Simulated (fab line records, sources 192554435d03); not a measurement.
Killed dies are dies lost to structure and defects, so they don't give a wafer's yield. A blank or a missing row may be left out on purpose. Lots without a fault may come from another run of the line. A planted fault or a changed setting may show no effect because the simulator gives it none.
Chamber matching | flow n5_finfet | N5_BEOL_M3_ETCH_70 on rie_diel-01: 4 sister chambers
The step etches SOC in N2/H2, target depth 80 nm, overetch 16 nm, time 120 s. 22 wafers are shown with their chamber, then 11 later ones without.

WAFERS WITH THEIR CHAMBER
wafer  | chamber | drypump_motor_current_A (A) | showerhead_plenum_p_Torr (Torr) | throttle_valve_pct (%)
L075.3 | 2       | 5.4                         | 2.62                            | 17.96
L075.4 | 1       | 5.0                         | 2.71                            | 17.60
L075.6 | 2       | 5.4                         | 2.62                            | 17.96
L077.4 | 2       | 5.4                         | 2.62                            | 18.00
L077.5 | 3       | 5.7                         | 2.48                            | 17.55
L077.6 | 2       | 5.4                         | 2.62                            | 17.98
L076.3 | 0       | 6.7                         | 2.64                            | 17.68
L076.4 | 2       | 5.4                         | 2.62                            | 17.98
L076.6 | 1       | 5.0                         | 2.71                            | 17.59
L078.2 | 3       | 5.7                         | 2.48                            | 17.54
L078.4 | 2       | 5.4                         | 2.62                            | 17.98
L078.5 | 2       | 5.4                         | 2.62                            | 17.99
L079.2 | 0       | 6.7                         | 2.64                            | 17.70
L079.3 | 2       | 5.4                         | 2.62                            | 17.99
L079.5 | 0       | 6.7                         | 2.64                            | 17.69
L084.2 | 2       | 5.4                         | 2.62                            | 18.00
L084.4 | 0       | 6.7                         | 2.63                            | 17.72
L084.6 | 2       | 5.4                         | 2.62                            | 18.00
L091.1 | 1       | 5.1                         | 2.70                            | 17.66
L091.2 | 3       | 5.7                         | 2.47                            | 17.60
L091.4 | 3       | 5.7                         | 2.47                            | 17.61
L092.2 | 3       | 5.7                         | 2.47                            | 17.61

SIGNATURES (means of the wafers above)
reading                  | chamber 0 | chamber 1 | chamber 2 | chamber 3 | scatter within a chamber
drypump_motor_current_A  | 6.700     | 5.033     | 5.400     | 5.700     | 0.0192
showerhead_plenum_p_Torr | 2.6375    | 2.7067    | 2.6200    | 2.4740    | 0.00381
throttle_valve_pct       | 17.6975   | 17.6167   | 17.9840   | 17.5820   | 0.0241
Rule: a wafer's distance from a chamber is the root of the sum, over the readings, of the square of ((its reading less the chamber's mean) divided by the reading's scatter). The wafer belongs to the nearest chamber; if the next one is less than 2 further off, it can't be placed. The scatter: the root of (the sum of the squares of (reading less its chamber's mean) over the shown wafers, divided by (wafers less chambers)).

WAFERS WITHOUT THEIR CHAMBER
wafer  | drypump_motor_current_A (A) | showerhead_plenum_p_Torr (Torr) | throttle_valve_pct (%)
L092.4 | 6.7                         | 2.62                            | 17.74
L092.5 | 5.0                         | 2.70                            | 17.66
L094.1 | 5.7                         | 2.46                            | 17.62
L094.2 | 6.7                         | 2.62                            | 17.74
L094.3 | 5.0                         | 2.70                            | 17.67
L096.3 | 6.7                         | 2.62                            | 17.75
L096.4 | 5.0                         | 2.69                            | 17.69
L096.5 | 6.7                         | 2.62                            | 17.75
L097.4 | 6.7                         | 2.62                            | 17.78
L097.5 | 6.7                         | 2.62                            | 17.77
L097.6 | 5.0                         | 2.69                            | 17.69

WHICH CHAMBER EACH WENT THROUGH
wafer  | from the rows above | in truth
L092.4 | 0                   | 0
L092.5 | 1                   | 1
L094.1 | 3                   | 3
L094.2 | 0                   | 0
L094.3 | 1                   | 1
L096.3 | 0                   | 0
L096.4 | 1                   | 1
L096.5 | 0                   | 0
L097.4 | 0                   | 0
L097.5 | 0                   | 0
L097.6 | 1                   | 1
Placed correctly: 11 of 11. Can't be placed from these rows: 0. Placed wrongly: 0.
